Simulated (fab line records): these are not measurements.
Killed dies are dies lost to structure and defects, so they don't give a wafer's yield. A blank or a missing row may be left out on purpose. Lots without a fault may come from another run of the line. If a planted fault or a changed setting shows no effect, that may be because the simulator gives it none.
Chamber matching ; flow n5 finfet ; uv cure-01 running N5_BEOL_M6_CURE_74: 3 sister chambers
The step cures SiCOH lowk, time 240 s. 24 wafers are shown with their chamber, then 12 later ones without.

== WAFERS WITH THEIR CHAMBER ==
wafer;chamber;wafer_temp_C_max;lamp power pct (%)
L074.1;2;386.7;52.35
L074.3;2;386.6;52.32
L074.5;2;386.8;52.31
L077.1;0;385.7;52.35
L077.4;0;386.2;52.30
L077.6;0;385.9;52.33
L075.3;1;386.1;52.39
L075.5;1;386.3;52.27
L075.6;1;386.8;52.29
L078.1;2;386.4;52.38
L078.2;2;386.9;52.29
L078.3;2;386.5;52.35
L076.1;1;385.9;52.28
L076.4;1;385.5;52.34
L076.5;1;386.0;52.35
L079.1;1;385.7;52.26
L079.4;1;386.2;52.27
L079.6;1;385.8;52.32
L079.2;1;385.7;52.37
L079.3;1;385.8;52.32
L079.5;1;386.3;52.28
L084.1;2;386.2;52.34
L084.3;2;386.5;52.39
L084.5;2;386.5;52.32

SIGNATURES (averages over the wafers above)
reading;chamber 0;chamber 1;chamber 2;scatter within a chamber
wafer_temp_C_max;385.933;386.008;386.567;0.299
lamp power pct;52.3267;52.3117;52.3389;0.038
Rule: a wafer's distance from a chamber is the root of the sum, over the readings, of the square of ((its reading less the chamber's mean) divided by the reading's scatter). The wafer belongs to the nearest chamber; if the next one is less than 2 further off, it can't be placed. How the scatter is found: for the shown wafers, subtract from each reading the mean of its chamber, square and add these, divide the total by (wafers less chambers), then take the root.

== WAFERS MISSING THEIR CHAMBER ==
wafer;wafer_temp_C_max;lamp power pct (%)
L088.3;386.1;52.36
L088.4;385.8;52.36
L088.5;386.7;52.18
L087.2;386.2;52.26
L087.3;386.0;52.36
L087.4;386.2;52.29
L096.1;386.3;52.27
L096.2;386.1;52.34
L096.6;386.7;52.36
L097.1;386.7;52.32
L097.2;386.4;52.29
L097.4;386.8;52.32

== CHAMBER TAKEN BY EACH ==
wafer;from the rows above;in truth
L088.3;can't be placed: 0 or 1 or 2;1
L088.4;can't be placed: 0 or 1 or 2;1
L088.5;can't be placed: 1 or 2 or 0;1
L087.2;can't be placed: 1 or 0 or 2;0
L087.3;can't be placed: 0 or 1 or 2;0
L087.4;can't be placed: 1 or 0 or 2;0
L096.1;can't be placed: 1 or 0 or 2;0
L096.2;can't be placed: 0 or 1 or 2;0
L096.6;can't be placed: 2 or 1 or 0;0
L097.1;can't be placed: 2 or 1 or 0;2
L097.2;can't be placed: 2 or 1 or 0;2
L097.4;can't be placed: 2 or 1 or 0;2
Correctly placed: 0 of 12. These rows do not allow placing 12 (true chamber among the candidates in 12). Wrongly placed: 0.
